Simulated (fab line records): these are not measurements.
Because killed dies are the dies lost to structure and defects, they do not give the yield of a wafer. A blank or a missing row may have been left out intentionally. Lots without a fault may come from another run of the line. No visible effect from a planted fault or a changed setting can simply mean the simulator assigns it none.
Which tool was responsible? | flow n5 finfet | 12 lots, 36 wafers sampled, at 4 steps of a route of 1938

## WHAT THE GAUGES SHOWED, per wafer
N5_BEOL_M5_THK_MEAS_01.
lot  | measured     | on            | M5_ILD_THK (nm)
L075 | day 8 05:42  | film metro-02 | 120.9 120.8 121.4
L077 | day 8 14:41  | film metro-01 | 120.3 121.4 122.8
L079 | day 9 01:37  | film metro-01 | 118.1 119.4 121.0
L082 | day 9 18:31  | film metro-01 | 120.5 122.0 122.3
L083 | day 10 04:01 | film metro-01 | 122.0 122.1 125.1
L086 | day 10 12:34 | film metro-02 | 120.1 120.5 121.1
L085 | day 11 04:17 | film metro-02 | 120.6 120.9 120.9
L089 | day 11 09:08 | film metro-02 | 119.0 120.2 120.7
L091 | day 12 09:55 | film metro-02 | 119.9 120.3 121.8
L093 | day 12 17:13 | film metro-02 | 119.6 120.4 123.1
L095 | day 13 05:46 | film metro-02 | 122.9 123.6 123.7
L097 | day 13 13:30 | film metro-02 | 123.2 123.4 121.4

## WHICH TOOL RAN EACH LOT (tool, then ch and the chambers of the sampled wafers, then the start)
lot  | N5_BEOL_M4_SPUTTER_79        | N5_BEOL_M4_ANNEAL_82         | N5_BEOL_M4_ANNEAL_95
L075 | pvd sputter-03, day 8 01:02  | pvd sputter-03, day 8 01:20  | pvd sputter-03, day 8 02:26
L077 | pvd sputter-01, day 8 09:17  | pvd sputter-01, day 8 09:35  | pvd sputter-01, day 8 10:41
L079 | pvd sputter-01, day 8 21:26  | pvd sputter-01, day 8 21:44  | pvd sputter-01, day 8 22:50
L082 | pvd sputter-03, day 9 14:11  | pvd sputter-03, day 9 14:29  | pvd sputter-03, day 9 15:35
L083 | pvd sputter-01, day 9 23:48  | pvd sputter-01, day 10 00:06 | pvd sputter-01, day 10 01:12
L086 | pvd sputter-01, day 10 08:22 | pvd sputter-01, day 10 08:40 | pvd sputter-01, day 10 09:46
L085 | pvd sputter-03, day 10 23:44 | pvd sputter-03, day 11 00:02 | pvd sputter-03, day 11 01:08
L089 | pvd sputter-03, day 11 04:56 | pvd sputter-03, day 11 05:14 | pvd sputter-03, day 11 06:20
L091 | pvd sputter-03, day 12 05:43 | pvd sputter-03, day 12 06:01 | pvd sputter-03, day 12 07:07
L093 | pvd sputter-03, day 12 12:54 | pvd sputter-03, day 12 13:12 | pvd sputter-03, day 12 14:18
L095 | pvd sputter-03, day 13 00:09 | pvd sputter-03, day 13 00:27 | pvd sputter-03, day 13 01:33
L097 | pvd sputter-01, day 13 09:19 | pvd sputter-01, day 13 09:37 | pvd sputter-01, day 13 10:43
- N5_BEOL_M4_SPUTTER_79: material Cu, target thk 4.5 nm, time 8.29 s.
- N5_BEOL_M4_ANNEAL_82: time 240 s.
- N5_BEOL_M4_ANNEAL_95: time 240 s.

## THE ANSWER, worked out from the rows above alone
Rule: what is usual is taken from the lots themselves. The widest of any qualifying gaps counts: lots, ordered by their means at a reading, are off when they make up no more than a third of the lots, leave a main group of 4 or more, and stand apart from it by 3 or more times the standard deviation of that group's means. If all means in a main group match to the digits the tables above print for the reading, that group is not used. A lot without any number at a reading at which 4 lots or more have one is off too. The other lots that the step has rows for count as sound.
Nothing can be told from this: no lot is off at any reading shown.

## WHAT WAS PUT IN BY THE SIMULATOR
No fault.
